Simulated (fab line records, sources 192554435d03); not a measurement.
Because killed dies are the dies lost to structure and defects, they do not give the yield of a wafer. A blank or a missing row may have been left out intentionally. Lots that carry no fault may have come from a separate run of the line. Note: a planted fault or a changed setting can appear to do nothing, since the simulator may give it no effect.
Split-lot trial / flow n5Finfet / 39 wafers read across 7 lots, on a route 1938 steps long

ON THE SPLIT
At N5_MOL_CONTACT_COAG_ALD_27 (deposits SiOC, target thk 17 nm, pulse time 1.5 s, time 2720 s), the setting aldCycles was moved away from the recipe's 340 on 12 of the 39 wafers read, by -15.3% to +15.9%. This setting was run at the recipe's value on the other wafers.

The split's own step is where the reading is taken.

THE READING
SiOC_of_MOL_CONTACT_COAG_ALD_27.thkNm (the simulator's own value, which no gauge read), in nm, at N5_MOL_CONTACT_COAG_ALD_27 (deposits SiOC, target thk 17 nm, pulse time 1.5 s, time 2720 s). The file does not state a usual value for it. Average 17.0 nm, standard deviation 0.076 nm, over the 27 wafers here run with the recipe.

wafer=L074.1; tool, chamber at the split=aldSin-04, 1,3,0; aldCycles as run=340; against the recipe=recipe; SiOC_of_MOL_CONTACT_COAG_ALD_27.thkNm, nm=17; against lot-mates on the recipe=-
wafer=L074.2; tool, chamber at the split=aldSin-04, 1,3,0; aldCycles as run=340; against the recipe=recipe; SiOC_of_MOL_CONTACT_COAG_ALD_27.thkNm, nm=17; against lot-mates on the recipe=-
wafer=L074.3; tool, chamber at the split=aldSin-04, 1,3,0; aldCycles as run=340; against the recipe=recipe; SiOC_of_MOL_CONTACT_COAG_ALD_27.thkNm, nm=17; against lot-mates on the recipe=-
wafer=L074.4; tool, chamber at the split=aldSin-04, 2; aldCycles as run=288; against the recipe=-15.3%; SiOC_of_MOL_CONTACT_COAG_ALD_27.thkNm, nm=14.4; against lot-mates on the recipe=-2.6
wafer=L074.6; tool, chamber at the split=aldSin-04, 2; aldCycles as run=288; against the recipe=-15.3%; SiOC_of_MOL_CONTACT_COAG_ALD_27.thkNm, nm=14.4; against lot-mates on the recipe=-2.6
wafer=L074.5; tool, chamber at the split=aldSin-04, 1; aldCycles as run=288; against the recipe=-15.3%; SiOC_of_MOL_CONTACT_COAG_ALD_27.thkNm, nm=14.6; against lot-mates on the recipe=-2.4
wafer=L075.1; tool, chamber at the split=aldSin-03, 2,3; aldCycles as run=340; against the recipe=recipe; SiOC_of_MOL_CONTACT_COAG_ALD_27.thkNm, nm=17; against lot-mates on the recipe=-
wafer=L075.4; tool, chamber at the split=aldSin-03, 2,3; aldCycles as run=340; against the recipe=recipe; SiOC_of_MOL_CONTACT_COAG_ALD_27.thkNm, nm=17; against lot-mates on the recipe=-
wafer=L075.2; tool, chamber at the split=aldSin-03, 0; aldCycles as run=340; against the recipe=recipe; SiOC_of_MOL_CONTACT_COAG_ALD_27.thkNm, nm=16.8; against lot-mates on the recipe=-
wafer=L075.3; tool, chamber at the split=aldSin-03, 1,0; aldCycles as run=316; against the recipe=-7.1%; SiOC_of_MOL_CONTACT_COAG_ALD_27.thkNm, nm=15.8; against lot-mates on the recipe=-1.1
wafer=L075.5; tool, chamber at the split=aldSin-03, 1,0; aldCycles as run=316; against the recipe=-7.1%; SiOC_of_MOL_CONTACT_COAG_ALD_27.thkNm, nm=15.8; against lot-mates on the recipe=-1.1
wafer=L075.6; tool, chamber at the split=aldSin-03, 3; aldCycles as run=316; against the recipe=-7.1%; SiOC_of_MOL_CONTACT_COAG_ALD_27.thkNm, nm=15.6; against lot-mates on the recipe=-1.3
wafer=L081.1; tool, chamber at the split=aldSin-03, 3; aldCycles as run=340; against the recipe=recipe; SiOC_of_MOL_CONTACT_COAG_ALD_27.thkNm, nm=17; against lot-mates on the recipe=-
wafer=L081.6; tool, chamber at the split=aldSin-03, 3; aldCycles as run=340; against the recipe=recipe; SiOC_of_MOL_CONTACT_COAG_ALD_27.thkNm, nm=17; against lot-mates on the recipe=-
wafer=L081.3; tool, chamber at the split=aldSin-03, 3; aldCycles as run=340; against the recipe=recipe; SiOC_of_MOL_CONTACT_COAG_ALD_27.thkNm, nm=17.2; against lot-mates on the recipe=-
wafer=L086.1; tool, chamber at the split=aldSin-02, 3,1,0,2,0; aldCycles as run=340; against the recipe=recipe; SiOC_of_MOL_CONTACT_COAG_ALD_27.thkNm, nm=17; against lot-mates on the recipe=-
wafer=L086.2; tool, chamber at the split=aldSin-02, 3,1,0,2,0; aldCycles as run=340; against the recipe=recipe; SiOC_of_MOL_CONTACT_COAG_ALD_27.thkNm, nm=17; against lot-mates on the recipe=-
wafer=L086.3; tool, chamber at the split=aldSin-02, 3,1,0,2,0; aldCycles as run=340; against the recipe=recipe; SiOC_of_MOL_CONTACT_COAG_ALD_27.thkNm, nm=17; against lot-mates on the recipe=-
wafer=L086.4; tool, chamber at the split=aldSin-02, 3,1,0,2,0; aldCycles as run=340; against the recipe=recipe; SiOC_of_MOL_CONTACT_COAG_ALD_27.thkNm, nm=17; against lot-mates on the recipe=-
wafer=L086.6; tool, chamber at the split=aldSin-02, 3,1,0,2,0; aldCycles as run=340; against the recipe=recipe; SiOC_of_MOL_CONTACT_COAG_ALD_27.thkNm, nm=17; against lot-mates on the recipe=-
wafer=L086.5; tool, chamber at the split=aldSin-02, 3; aldCycles as run=340; against the recipe=recipe; SiOC_of_MOL_CONTACT_COAG_ALD_27.thkNm, nm=17.2; against lot-mates on the recipe=-
wafer=L087.1; tool, chamber at the split=aldSin-04, 1,0,3; aldCycles as run=394; against the recipe=+15.9%; SiOC_of_MOL_CONTACT_COAG_ALD_27.thkNm, nm=19.6; against lot-mates on the recipe=+2.6
wafer=L087.5; tool, chamber at the split=aldSin-04, 1,0,3; aldCycles as run=394; against the recipe=+15.9%; SiOC_of_MOL_CONTACT_COAG_ALD_27.thkNm, nm=19.6; against lot-mates on the recipe=+2.6
wafer=L087.6; tool, chamber at the split=aldSin-04, 1,0,3; aldCycles as run=394; against the recipe=+15.9%; SiOC_of_MOL_CONTACT_COAG_ALD_27.thkNm, nm=19.6; against lot-mates on the recipe=+2.6
wafer=L087.2; tool, chamber at the split=aldSin-04, 2,3,0; aldCycles as run=340; against the recipe=recipe; SiOC_of_MOL_CONTACT_COAG_ALD_27.thkNm, nm=17; against lot-mates on the recipe=-
wafer=L087.3; tool, chamber at the split=aldSin-04, 2,3,0; aldCycles as run=340; against the recipe=recipe; SiOC_of_MOL_CONTACT_COAG_ALD_27.thkNm, nm=17; against lot-mates on the recipe=-
wafer=L087.4; tool, chamber at the split=aldSin-04, 2,3,0; aldCycles as run=340; against the recipe=recipe; SiOC_of_MOL_CONTACT_COAG_ALD_27.thkNm, nm=17; against lot-mates on the recipe=-
wafer=L092.1; tool, chamber at the split=aldSin-02, 0,2; aldCycles as run=369; against the recipe=+8.5%; SiOC_of_MOL_CONTACT_COAG_ALD_27.thkNm, nm=18.4; against lot-mates on the recipe=+1.4
wafer=L092.4; tool, chamber at the split=aldSin-02, 0,2; aldCycles as run=369; against the recipe=+8.5%; SiOC_of_MOL_CONTACT_COAG_ALD_27.thkNm, nm=18.4; against lot-mates on the recipe=+1.4
wafer=L092.2; tool, chamber at the split=aldSin-02, 3,1,0; aldCycles as run=340; against the recipe=recipe; SiOC_of_MOL_CONTACT_COAG_ALD_27.thkNm, nm=17; against lot-mates on the recipe=-
wafer=L092.5; tool, chamber at the split=aldSin-02, 3,1,0; aldCycles as run=340; against the recipe=recipe; SiOC_of_MOL_CONTACT_COAG_ALD_27.thkNm, nm=17; against lot-mates on the recipe=-
wafer=L092.6; tool, chamber at the split=aldSin-02, 3,1,0; aldCycles as run=340; against the recipe=recipe; SiOC_of_MOL_CONTACT_COAG_ALD_27.thkNm, nm=17; against lot-mates on the recipe=-
wafer=L092.3; tool, chamber at the split=aldSin-02, 1; aldCycles as run=369; against the recipe=+8.5%; SiOC_of_MOL_CONTACT_COAG_ALD_27.thkNm, nm=18.6; against lot-mates on the recipe=+1.6
wafer=L094.1; tool, chamber at the split=aldSin-02, 0,2,1,1,2; aldCycles as run=340; against the recipe=recipe; SiOC_of_MOL_CONTACT_COAG_ALD_27.thkNm, nm=17; against lot-mates on the recipe=-
wafer=L094.2; tool, chamber at the split=aldSin-02, 0,2,1,1,2; aldCycles as run=340; against the recipe=recipe; SiOC_of_MOL_CONTACT_COAG_ALD_27.thkNm, nm=17; against lot-mates on the recipe=-
wafer=L094.4; tool, chamber at the split=aldSin-02, 0,2,1,1,2; aldCycles as run=340; against the recipe=recipe; SiOC_of_MOL_CONTACT_COAG_ALD_27.thkNm, nm=17; against lot-mates on the recipe=-
wafer=L094.5; tool, chamber at the split=aldSin-02, 0,2,1,1,2; aldCycles as run=340; against the recipe=recipe; SiOC_of_MOL_CONTACT_COAG_ALD_27.thkNm, nm=17; against lot-mates on the recipe=-
wafer=L094.6; tool, chamber at the split=aldSin-02, 0,2,1,1,2; aldCycles as run=340; against the recipe=recipe; SiOC_of_MOL_CONTACT_COAG_ALD_27.thkNm, nm=17; against lot-mates on the recipe=-
wafer=L094.3; tool, chamber at the split=aldSin-02, 3; aldCycles as run=340; against the recipe=recipe; SiOC_of_MOL_CONTACT_COAG_ALD_27.thkNm, nm=17.2; against lot-mates on the recipe=-
If several chambers appear in one row, that row covers several wafers at once and the file leaves open which wafer was in which chamber.

THE FIT
A straight line over all 39 wafers: SiOC_of_MOL_CONTACT_COAG_ALD_27.thkNm changes by +0.167 nm for each +1% of aldCycles; r = +1.00; the points scatter about the line by 0.087 nm.
The same after taking each lot's own level away (the mean of its wafers on the recipe; 39 wafers): +0.166 nm for each +1%; r = +1.00; scatter 0.076 nm.
The reading moves by 2.6 nm for the largest change in aldCycles, on that fit.
The lots' own levels span 16.93 to 17.07 nm, that is 1.8 times the standard deviation above.
The two slopes are in agreement: the lot-to-lot level therefore moves the slope only a little.
Check: +2.64 nm against its lot-mates is what the line predicts for one of the wafers moved furthest among these (+15.9%) when that wafer is left out of the fit. It came out at +2.6 nm against them.

OTHER SPLITS APPLIED TO THESE WAFERS
These wafers also went through other splits before the reading. Each is held against what the fit with the lots' levels taken away leaves over:
other split on the same wafers=N5_MOL_CONTACT_COAG_SPUTTER_130 powerW; wafers away from the commonest value=18; r with SiOC_of_MOL_CONTACT_COAG_ALD_27.thkNm (lot level and that fit taken away)=-0.09

THE FILE'S OWN FIT
SiOC_of_MOL_CONTACT_COAG_ALD_27.thkNm changes by +0.166 nm for each +1% of aldCycles, r = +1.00.
